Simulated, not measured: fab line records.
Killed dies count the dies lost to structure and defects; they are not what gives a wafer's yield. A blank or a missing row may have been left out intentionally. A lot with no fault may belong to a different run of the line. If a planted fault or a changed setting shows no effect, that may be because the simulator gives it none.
Matching of chambers    flow nandHarc    NHARC_A_CONTACT_ETCH_102 on rieDiel-06: 4 sister chambers
The step etches the open film in CF4/O2, target depth 100 nm, overetch 10 nm, time 55 s. 8 wafers are shown with their chamber, then 7 later ones without.

EACH WAFER AND ITS CHAMBER
wafer   chamber  drypumpMotorCurrentA (A)  showerheadPlenumPTorr (Torr)
L078.6  1        6.8                       1.42
L080.3  0        5.7                       1.37
L080.6  2        5.3                       1.43
L086.3  2        5.2                       1.42
L086.4  3        6.1                       1.35
L086.6  3        6.0                       1.35
L087.1  1        6.7                       1.41
L087.3  0        5.7                       1.36

WAFERS MISSING THEIR CHAMBER
wafer   drypumpMotorCurrentA (A)  showerheadPlenumPTorr (Torr)
L087.4  5.3                       1.42
L093.1  5.2                       1.42
L093.4  6.0                       1.35
L093.6  6.0                       1.35
L092.1  6.8                       1.41
L092.2  5.2                       1.42
L092.5  6.1                       1.35

WHICH CHAMBER EACH WENT THROUGH
wafer   from the rows above  in truth
L087.4  2                    2
L093.1  2                    2
L093.4  3                    3
L093.6  3                    3
L092.1  1                    1
L092.2  2                    2
L092.5  3                    3
Correctly placed: 7 of 7. Left unplaced by these rows: 0. Placed wrongly: 0.
How it was worked out, from the rows above alone: a wafer's distance from a chamber is the root of the sum, over the readings, of the square of ((its reading less the chamber's mean) divided by the reading's scatter). If the next closest chamber is less than 2 further off than the closest, the wafer can't be placed; otherwise it belongs to the closest. A chamber's mean is the mean of its shown wafers. The scatter is the square root of a quotient: the sum, over the shown wafers, of each reading's squared deviation from its chamber's mean, divided by wafers minus chambers.
